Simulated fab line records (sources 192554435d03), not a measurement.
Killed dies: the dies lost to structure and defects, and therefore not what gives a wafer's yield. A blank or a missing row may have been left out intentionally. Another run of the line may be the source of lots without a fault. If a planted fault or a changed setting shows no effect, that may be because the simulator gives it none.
The tool behind it: which one? ; flow n5Finfet ; Sampling: 12 lots, 36 wafers, 2 of 1938 route steps

WHAT THE GAUGES SHOWED, per wafer
N5_BEOL_M3_THK_MEAS_01.
lot;measured;on;M3_ILD_THK (nm)
L075;day 7 06:02;filmMetro-02;80.0 77.9 79.1
L078;day 8 07:29;filmMetro-02;79.3 78.6 80.4
L077;day 8 14:20;filmMetro-02;80.3 82.1 80.2
L080;day 8 16:15;filmMetro-02;79.2 80.4 80.9
L083;day 9 05:09;filmMetro-01;79.2 81.3 81.1
L085;day 10 04:55;filmMetro-02;77.8 77.9 79.5
L087;day 10 09:44;filmMetro-02;79.8 80.0 80.8
L091;day 11 10:02;filmMetro-02;79.9 77.8 81.7
L090;day 11 15:08;filmMetro-01;78.0 78.0 80.6
L092;day 12 03:34;filmMetro-01;78.8 78.9 80.0
L095;day 12 08:10;filmMetro-01;78.1 80.9 79.5
L097;day 12 21:42;filmMetro-01;79.0 78.9 80.1

WHICH TOOL RAN EACH LOT (tool, then ch and the chambers of the sampled wafers, then the start)
lot;N5_BEOL_M2_DEP_57
L075;pecvd-01 ch 1,2, day 7 05:50
L078;pecvd-03 ch 0,1,2, day 8 07:17
L077;pecvd-03 ch 0,1, day 8 14:08
L080;pecvd-03 ch 1,2, day 8 16:03
L083;pecvd-02 ch 0,1, day 9 04:58
L085;pecvd-02 ch 0,2, day 10 04:43
L087;pecvd-02 ch 0,1,2, day 10 09:32
L091;pecvd-03 ch 0,1,2, day 11 09:50
L090;pecvd-02 ch 1,2, day 11 14:56
L092;pecvd-01 ch 0,2, day 12 03:22
L095;pecvd-03 ch 1,2, day 12 07:58
L097;pecvd-01 ch 0,1, day 12 21:30
- N5_BEOL_M2_DEP_57: deposits SiCN from 3MS/NH3, target thk 8 nm, time 14 s.

THE ANSWER, worked out from the rows above alone
Rule: usual is defined by the lots themselves. Put in order of their means at a reading, lots are off if they are a third of the lots or fewer, leave a main group of 4 or more, and stand apart from it by a gap of 3 or more times the standard deviation of the main group's means; of several such gaps the widest counts. The tables above print the reading to a certain number of digits; a main group whose means all agree to those digits is not used. Also off: a lot with no number at a reading for which 4 or more lots have one. All remaining lots with rows at the step are treated as sound.
None of the lots is off at any reading shown; this tells nothing.

WHAT THE SIMULATOR HAD INSERTED
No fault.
